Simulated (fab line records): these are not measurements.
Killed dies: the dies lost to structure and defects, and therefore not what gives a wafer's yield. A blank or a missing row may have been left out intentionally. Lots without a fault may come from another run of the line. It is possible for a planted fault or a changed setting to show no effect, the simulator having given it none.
Which of the tools did it? -- flow n5Finfet -- 24 lots, 72 wafers sampled, at 6 steps of a route of 1938

WHAT THE GAUGES READ, wafer by wafer
Not one reading of a measure or inspect step in the record can be checked against a usual standard deviation.

WHAT TOOL EACH LOT RAN ON (gives the tool, then ch and the chambers of the sampled wafers, and finally the start)
lot,N5_BEOL_M0_SAQP_STRIP_75,N5_BEOL_M0_DEGAS_112,N5_BEOL_M0_ANNEAL_133,N5_BEOL_M0_PRE_CLEAN_131,N5_BEOL_M0_DEP_125,N5_BEOL_M1_ILD_DEP_00
L074,"rieDiel-03 ch 2,3, day 6 03:55","pvdSputter-02, day 6 07:55","pvdSputter-03, day 6 08:56","cvdCo-02 ch 2, day 6 11:05","pecvd-03 ch 0,1, day 6 11:18","pecvd-04 ch 0,1,2, day 6 11:26"
L075,"rieDiel-01 ch 0,1,3, day 6 04:58","pvdSputter-02, day 6 07:42","pvdSputter-01, day 6 08:51","cvdCo-02 ch 0,2, day 6 09:54","pecvd-02 ch 1,2, day 6 10:07","pecvd-02 ch 0,1,2, day 6 10:14"
L076,"rieDiel-01 ch 0,1,3, day 6 08:05","pvdSputter-02, day 6 11:14","pvdSputter-02, day 6 12:01","cvdCo-01 ch 0,1,2, day 6 13:00","pecvd-03 ch 1,2, day 6 13:10","pecvd-02 ch 0,1, day 6 13:17"
L077,"rieDiel-02 ch 0,3, day 6 17:07","pvdSputter-01, day 6 21:50","pvdSputter-02, day 6 22:49","cvdCo-01 ch 0,1, day 7 00:23","pecvd-02 ch 0,2, day 7 00:35","pecvd-02 ch 0,1,2, day 7 00:43"
L078,"rieDiel-03 ch 1,2,3, day 7 02:58","pvdSputter-01, day 7 07:08","pvdSputter-01, day 7 09:22","cvdCo-01 ch 0,1, day 7 10:44","pecvd-04 ch 0,1,2, day 7 10:57","pecvd-04 ch 0,1,2, day 7 11:04"
L079,"rieDiel-03 ch 0,3, day 7 07:02","pvdSputter-01, day 7 10:58","pvdSputter-03, day 7 13:28","cvdCo-01 ch 0,1, day 7 14:30","pecvd-04 ch 1,2, day 7 14:43","pecvd-01 ch 0,1, day 7 14:52"
L081,"rieDiel-03 ch 0,1,3, day 7 10:46","pvdSputter-01, day 7 14:45","pvdSputter-01, day 7 16:55","cvdCo-01 ch 0,2, day 7 18:23","pecvd-04 ch 0,1,2, day 7 18:32","pecvd-02 ch 0,1,2, day 7 18:40"
L080,"rieDiel-02 ch 1,2,3, day 7 15:46","pvdSputter-03, day 7 17:44","pvdSputter-02, day 7 20:23","cvdCo-01 ch 0,1, day 7 22:32","pecvd-02 ch 0,1, day 7 22:41","pecvd-02 ch 0,1,2, day 7 22:49"
L082,"rieDiel-01 ch 2,3, day 7 16:55","pvdSputter-03, day 7 23:19","pvdSputter-01, day 8 00:43","cvdCo-01 ch 0,1,2, day 8 01:44","pecvd-02 ch 0,1,2, day 8 01:53","pecvd-04 ch 0,1,2, day 8 02:01"
L083,"rieDiel-03 ch 0,3, day 8 04:13","pvdSputter-01, day 8 08:38","pvdSputter-03, day 8 09:38","cvdCo-02 ch 1,2, day 8 16:09","pecvd-02 ch 0,2, day 8 16:19","pecvd-04 ch 0,2, day 8 16:26"
L084,"rieDiel-03 ch 0,2,3, day 8 07:44","pvdSputter-03, day 8 11:59","pvdSputter-03, day 8 12:41","cvdCo-02 ch 0,1,2, day 8 18:10","pecvd-02 ch 0,1, day 8 18:19","pecvd-04 ch 0,2, day 8 18:27"
L085,"rieDiel-02 ch 1,3, day 8 15:24","pvdSputter-03, day 8 18:59","pvdSputter-03, day 8 19:43","cvdCo-01 ch 0,2, day 9 00:28","pecvd-04 ch 0,2, day 9 00:38","pecvd-02 ch 0,1, day 9 00:47"
L086,"rieDiel-03 ch 0,2,3, day 8 17:05","pvdSputter-02, day 8 19:45","pvdSputter-02, day 8 20:28","cvdCo-02 ch 1,2, day 9 00:44","pecvd-03 ch 0,2, day 9 00:53","pecvd-02 ch 0,1,2, day 9 01:01"
L087,"rieDiel-02 ch 0,2,3, day 9 03:29","pvdSputter-03, day 9 07:55","pvdSputter-01, day 9 09:28","cvdCo-02 ch 0,1,2, day 9 10:27","pecvd-04 ch 0,1, day 9 10:37","pecvd-02 ch 0,1, day 9 10:44"
L088,"rieDiel-01 ch 2,3, day 9 06:28","pvdSputter-03, day 9 08:11","pvdSputter-01, day 9 09:54","cvdCo-02 ch 0,2, day 9 11:35","pecvd-02 ch 0,1,2, day 9 11:45","pecvd-01 ch 1,2, day 9 11:53"
L089,"rieDiel-01 ch 0,1,2, day 9 09:58","pvdSputter-03, day 9 18:37","pvdSputter-03, day 9 19:51","cvdCo-01 ch 0,2, day 9 22:22","pecvd-03 ch 0,1, day 9 22:31","pecvd-04 ch 1,2, day 9 22:40"
L090,"rieDiel-01 ch 1,2,3, day 9 16:28","pvdSputter-03, day 10 09:58","pvdSputter-01, day 10 12:29","cvdCo-02 ch 0,1,2, day 10 14:48","pecvd-02 ch 0,1, day 10 14:57","pecvd-04 ch 0,1,2, day 10 15:05"
L091,"rieDiel-02 ch 0,2,3, day 9 22:13","pvdSputter-01, day 10 04:05","pvdSputter-03, day 10 09:19","cvdCo-01 ch 0,2, day 10 12:33","pecvd-02 ch 0,1,2, day 10 12:42","pecvd-02 ch 1,2, day 10 12:50"
L092,"rieDiel-01 ch 0,1, day 10 09:50","pvdSputter-01, day 10 13:31","pvdSputter-03, day 10 16:14","cvdCo-01 ch 0,1,2, day 10 19:34","pecvd-03 ch 0,1,2, day 10 19:43","pecvd-01 ch 0,1,2, day 10 19:50"
L093,"rieDiel-01 ch 0,2,3, day 10 16:19","pvdSputter-03, day 10 20:12","pvdSputter-02, day 10 21:07","cvdCo-01 ch 0,1,2, day 11 01:43","pecvd-04 ch 0,1,2, day 11 01:52","pecvd-02 ch 0,2, day 11 02:01"
L094,"rieDiel-01 ch 0,2,3, day 10 22:34","pvdSputter-03, day 11 02:22","pvdSputter-03, day 11 04:36","cvdCo-02 ch 0,1,2, day 11 08:37","pecvd-02 ch 0,1,2, day 11 08:46","pecvd-02 ch 0,1,2, day 11 08:54"
L095,"rieDiel-01 ch 1,2,3, day 11 09:16","pvdSputter-01, day 11 11:10","pvdSputter-02, day 11 11:59","cvdCo-01 ch 1,2, day 11 14:26","pecvd-02 ch 1,2, day 11 14:35","pecvd-04 ch 0,1, day 11 14:43"
L096,"rieDiel-01 ch 0,1, day 11 15:49","pvdSputter-02, day 12 03:21","pvdSputter-03, day 12 04:10","cvdCo-02 ch 0,1, day 12 05:55","pecvd-04 ch 0,1,2, day 12 06:04","pecvd-01 ch 0,1, day 12 06:12"
L097,"rieDiel-01 ch 1,2, day 11 17:04","pvdSputter-02, day 12 04:02","pvdSputter-03, day 12 05:11","cvdCo-02 ch 0,2, day 12 06:26","pecvd-04 ch 1,2, day 12 06:35","pecvd-01 ch 0,1, day 12 06:43"
- N5_BEOL_M0_SAQP_STRIP_75: strips in CF4.
- N5_BEOL_M0_DEGAS_112: time 60 s.
- N5_BEOL_M0_ANNEAL_133: time 60 s.
- N5_BEOL_M0_PRE_CLEAN_131: time 15 s.
- N5_BEOL_M0_DEP_125: deposits SiCN from 3MS/NH3, target thk 8 nm, time 14 s.
- N5_BEOL_M1_ILD_DEP_00: deposits SiOC from DEMS/O2, target thk 79 nm, time 15.3 s.

AS READ BY THE TOOLS THEMSELVES (means over the sampled wafers that have a number; for cases with no such wafer, the mark the record gives instead)
N5_BEOL_M0_SAQP_STRIP_75. Usual: drypumpMotorCurrentA 5.7 A, standard deviation 0.37; oesProductAu 0.173 a.u., standard deviation 0.014; powerW 300.0 W, standard deviation 0.91; rfVppV 271.3 V, standard deviation 1.3; showerheadPlenumPTorr 1.80 Torr, standard deviation 0.052; throttleValvePct 13.82 %, standard deviation 0.18.
lot,tool,drypumpMotorCurrentA (A),oesProductAu (a.u.),powerW (W),rfVppV (V),showerheadPlenumPTorr (Torr),throttleValvePct (%),flag
L074,rieDiel-03,5.4,0.178,299.5,270.8,1.80,13.87,
L075,rieDiel-01,6.1,0.174,299.9,270.9,1.76,13.76,
L076,rieDiel-01,6.1,0.172,299.7,269.8,1.76,13.76,
L077,rieDiel-02,5.5,0.209,300.4,271.3,1.82,13.35,
L078,rieDiel-03,5.6,0.172,300.5,270.5,1.76,13.95,
L079,rieDiel-03,5.5,0.173,298.8,270.8,1.79,13.85,
L081,rieDiel-03,5.6,0.170,300.1,270.5,1.75,13.87,
L080,rieDiel-02,5.4,0.184,300.6,273.5,1.85,13.76,
L082,rieDiel-01,5.8,0.169,299.9,272.7,1.82,13.92,
L083,rieDiel-03,5.4,0.169,300.2,270.8,1.78,13.77,
L084,rieDiel-03,5.4,0.174,300.3,271.5,1.79,13.84,
L085,rieDiel-02,5.4,0.183,300.2,273.1,1.87,13.71,
L086,rieDiel-03,5.4,0.170,300.6,271.3,1.79,13.85,
L087,rieDiel-02,5.5,0.191,300.2,271.7,1.82,13.61,
L088,rieDiel-01,6.2,0.167,299.9,271.3,1.77,13.84,
L089,rieDiel-01,5.8,0.167,300.3,271.6,1.81,13.90,
L090,rieDiel-01,6.0,0.165,299.4,271.1,1.78,13.86,
L091,rieDiel-02,5.5,0.189,300.5,271.0,1.82,13.62,
L092,rieDiel-01,6.0,0.169,300.2,271.8,1.78,13.84,
L093,rieDiel-01,5.9,0.166,299.9,270.9,1.79,13.90,
L094,rieDiel-01,5.9,0.164,300.4,270.5,1.79,13.90,
L095,rieDiel-01,6.0,0.169,300.2,270.9,1.78,13.89,
L096,rieDiel-01,5.9,0.164,300.2,271.0,1.78,13.87,
L097,rieDiel-01,5.8,0.167,300.1,271.7,1.80,13.93,

N5_BEOL_M0_DEGAS_112. Usual: heaterPowerW at 333 W, with a standard deviation of 48.
lot,tool,heaterPowerW (W),flag
L074,pvdSputter-02,328,
L075,pvdSputter-02,337,
L076,pvdSputter-02,347,
L077,pvdSputter-01,347,
L078,pvdSputter-01,301,
L079,pvdSputter-01,307,
L081,pvdSputter-01,312,
L080,pvdSputter-03,340,
L082,pvdSputter-03,338,
L083,pvdSputter-01,257,
L084,pvdSputter-03,330,
L085,pvdSputter-03,322,
L086,pvdSputter-02,360,
L087,pvdSputter-03,356,
L088,pvdSputter-03,307,
L089,pvdSputter-03,311,
L090,pvdSputter-03,314,
L091,pvdSputter-01,350,
L092,pvdSputter-01,300,
L093,pvdSputter-03,341,
L094,pvdSputter-03,313,
L095,pvdSputter-01,303,
L096,pvdSputter-02,364,
L097,pvdSputter-02,361,

N5_BEOL_M0_ANNEAL_133. Usual: heaterPowerW at 833 W, with a standard deviation of 110.
lot,tool,heaterPowerW (W),flag
L074,pvdSputter-03,810,
L075,pvdSputter-01,764,
L076,pvdSputter-02,834,
L077,pvdSputter-02,865,
L078,pvdSputter-01,860,
L079,pvdSputter-03,908,
L081,pvdSputter-01,754,
L080,pvdSputter-02,830,
L082,pvdSputter-01,658,
L083,pvdSputter-03,816,
L084,pvdSputter-03,777,
L085,pvdSputter-03,876,
L086,pvdSputter-02,939,
L087,pvdSputter-01,757,
L088,pvdSputter-01,765,
L089,pvdSputter-03,873,
L090,pvdSputter-01,773,
L091,pvdSputter-03,812,
L092,pvdSputter-03,836,
L093,pvdSputter-02,944,
L094,pvdSputter-03,762,
L095,pvdSputter-02,906,
L096,pvdSputter-03,878,
L097,pvdSputter-03,879,

N5_BEOL_M0_PRE_CLEAN_131. Usual: heaterPowerW at 84 W, with a standard deviation of 13.
lot,tool,heaterPowerW (W),flag
L074,cvdCo-02,65,
L075,cvdCo-02,70,
L076,cvdCo-01,88,
L077,cvdCo-01,90,
L078,cvdCo-01,100,
L079,cvdCo-01,99,
L081,cvdCo-01,99,
L080,cvdCo-01,89,
L082,cvdCo-01,89,
L083,cvdCo-02,77,
L084,cvdCo-02,77,
L085,cvdCo-01,99,
L086,cvdCo-02,73,
L087,cvdCo-02,78,
L088,cvdCo-02,77,
L089,cvdCo-01,99,
L090,cvdCo-02,79,
L091,cvdCo-01,99,
L092,cvdCo-01,88,
L093,cvdCo-01,89,
L094,cvdCo-02,78,
L095,cvdCo-01,81,
L096,cvdCo-02,86,
L097,cvdCo-02,77,

N5_BEOL_M0_DEP_125. Usual: showerheadPlenumPTorr 3.664 Torr, standard deviation 0.013; throttleValvePct 9.1 %, standard deviation 0.5.
lot,tool,showerheadPlenumPTorr (Torr),throttleValvePct (%),flag
L074,pecvd-03,3.675,9.2,
L075,pecvd-02,3.666,8.6,
L076,pecvd-03,3.670,9.1,
L077,pecvd-02,3.659,9.4,
L078,pecvd-04,3.661,9.0,
L079,pecvd-04,3.673,9.4,
L081,pecvd-04,3.667,9.2,
L080,pecvd-02,3.657,9.3,
L082,pecvd-02,3.661,8.9,
L083,pecvd-02,3.654,9.3,
L084,pecvd-02,3.664,9.1,
L085,pecvd-04,3.654,9.0,
L086,pecvd-03,3.667,9.5,
L087,pecvd-04,3.662,9.2,
L088,pecvd-02,3.656,9.0,
L089,pecvd-03,3.671,9.7,
L090,pecvd-02,3.667,9.2,
L091,pecvd-02,3.666,9.0,
L092,pecvd-03,3.672,8.9,
L093,pecvd-04,3.668,9.3,
L094,pecvd-02,3.660,9.0,
L095,pecvd-02,3.663,8.6,
L096,pecvd-04,3.670,9.3,
L097,pecvd-04,3.675,9.2,

N5_BEOL_M1_ILD_DEP_00. Usual: heaterPowerW 486 W, standard deviation 65; showerheadPlenumPTorr 5.693 Torr, standard deviation 0.015; throttleValvePct 11.8 %, standard deviation 0.62.
lot,tool,heaterPowerW (W),showerheadPlenumPTorr (Torr),throttleValvePct (%),flag
L074,pecvd-04,441,5.700,12.0,
L075,pecvd-02,550,5.682,11.9,
L076,pecvd-02,571,5.686,12.4,
L077,pecvd-02,540,5.687,11.7,
L078,pecvd-04,445,5.696,11.9,
L079,pecvd-01,507,5.687,11.6,
L081,pecvd-02,541,5.692,11.8,
L080,pecvd-02,566,5.695,11.7,
L082,pecvd-04,433,5.700,12.0,
L083,pecvd-04,452,5.685,12.1,
L084,pecvd-04,410,5.689,11.9,
L085,pecvd-02,528,5.701,12.4,
L086,pecvd-02,511,5.684,11.8,
L087,pecvd-02,513,5.694,12.4,
L088,pecvd-01,379,5.696,11.9,
L089,pecvd-04,452,5.708,12.2,
L090,pecvd-04,447,5.693,12.0,
L091,pecvd-02,580,5.689,11.2,
L092,pecvd-01,424,5.694,11.5,
L093,pecvd-02,541,5.683,11.7,
L094,pecvd-02,534,5.684,11.8,
L095,pecvd-04,405,5.684,12.1,
L096,pecvd-01,489,5.692,11.6,
L097,pecvd-01,427,5.695,12.0,

THE ANSWER, worked out from the rows above alone
Rule: lot off if the mean of its wafers having a number is beyond 3 standard deviations from the usual mean. A lot without any number at a reading at which 4 lots or more have one is off too. All remaining lots with rows at the step are treated as sound. Order of review: gauges by route order, followed by the tools' own readings, for which a lot's mean as printed above is used. The first step at which some lot is off is used, and at that step the reading that is off furthest; a lot without a number counts as furthest.
Across all readings shown, no lot is off: no conclusion can be drawn from this.

WHAT HAD BEEN PUT IN BY THE SIMULATOR
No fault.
